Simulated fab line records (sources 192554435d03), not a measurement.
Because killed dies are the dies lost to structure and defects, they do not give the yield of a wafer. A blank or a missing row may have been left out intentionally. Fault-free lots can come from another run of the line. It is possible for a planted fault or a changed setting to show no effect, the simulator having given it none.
Chamber matching	flow n5_finfet	uv_cure-01 running N5_BEOL_M8_CURE_74: 3 sister chambers
The step cures SiCOH lowk, time 240 s. 20 wafers are shown with their chamber, then 10 later ones without.

## WAFERS WITH THEIR CHAMBER
wafer	chamber	wafer_temp_C_max	lamp_power_pct (%)
L080.2	2	386.5	52.36
L080.3	2	386.0	52.28
L080.4	2	386.6	52.38
L079.1	2	386.2	52.37
L079.3	2	386.7	52.39
L079.5	2	386.1	52.23
L083.3	1	386.4	52.34
L083.4	1	386.3	52.29
L083.5	1	387.2	52.37
L084.1	0	385.8	52.35
L084.2	0	386.3	52.29
L084.5	0	386.0	52.27
L085.2	0	386.5	52.29
L085.5	0	386.4	52.25
L085.6	0	386.4	52.38
L087.2	1	386.5	52.30
L087.4	1	386.1	52.36
L087.6	1	386.4	52.34
L088.1	2	386.0	52.27
L088.5	2	386.6	52.30

SIGNATURES (means of the wafers above)
reading	chamber 0	chamber 1	chamber 2	scatter within a chamber
wafer_temp_C_max	386.233	386.483	386.337	0.314
lamp_power_pct	52.3050	52.3333	52.3225	0.0501
Rule: for each reading, subtract the chamber's mean from the wafer's reading, divide by that reading's scatter and square the result; add these up over the readings and take the root, which gives the wafer's distance from the chamber. If the next closest chamber is less than 2 further off than the closest, the wafer can't be placed; otherwise it belongs to the closest. The scatter: the root of (the sum of the squares of (reading less its chamber's mean) over the shown wafers, divided by (wafers less chambers)).

## WAFERS MISSING THEIR CHAMBER
wafer	wafer_temp_C_max	lamp_power_pct (%)
L088.6	385.9	52.36
L089.2	385.9	52.41
L089.4	385.9	52.31
L089.6	386.6	52.32
L092.1	386.2	52.35
L092.2	386.5	52.29
L092.4	387.2	52.33
L093.1	386.0	52.39
L093.3	386.4	52.30
L093.4	386.1	52.39

## WHICH CHAMBER EACH WENT THROUGH
wafer	from the rows above	in truth
L088.6	can't be placed: 0 or 2 or 1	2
L089.2	can't be placed: 2 or 0 or 1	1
L089.4	can't be placed: 0 or 2 or 1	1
L089.6	can't be placed: 1 or 2 or 0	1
L092.1	can't be placed: 2 or 0 or 1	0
L092.2	can't be placed: 2 or 1 or 0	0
L092.4	can't be placed: 1 or 2 or 0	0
L093.1	can't be placed: 2 or 0 or 1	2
L093.3	can't be placed: 2 or 0 or 1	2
L093.4	can't be placed: 2 or 1 or 0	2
Correct placement for 0 of the 10. Can't be placed from these rows: 10 (the true chamber is among the candidates in 10). Wrongly placed: 0.
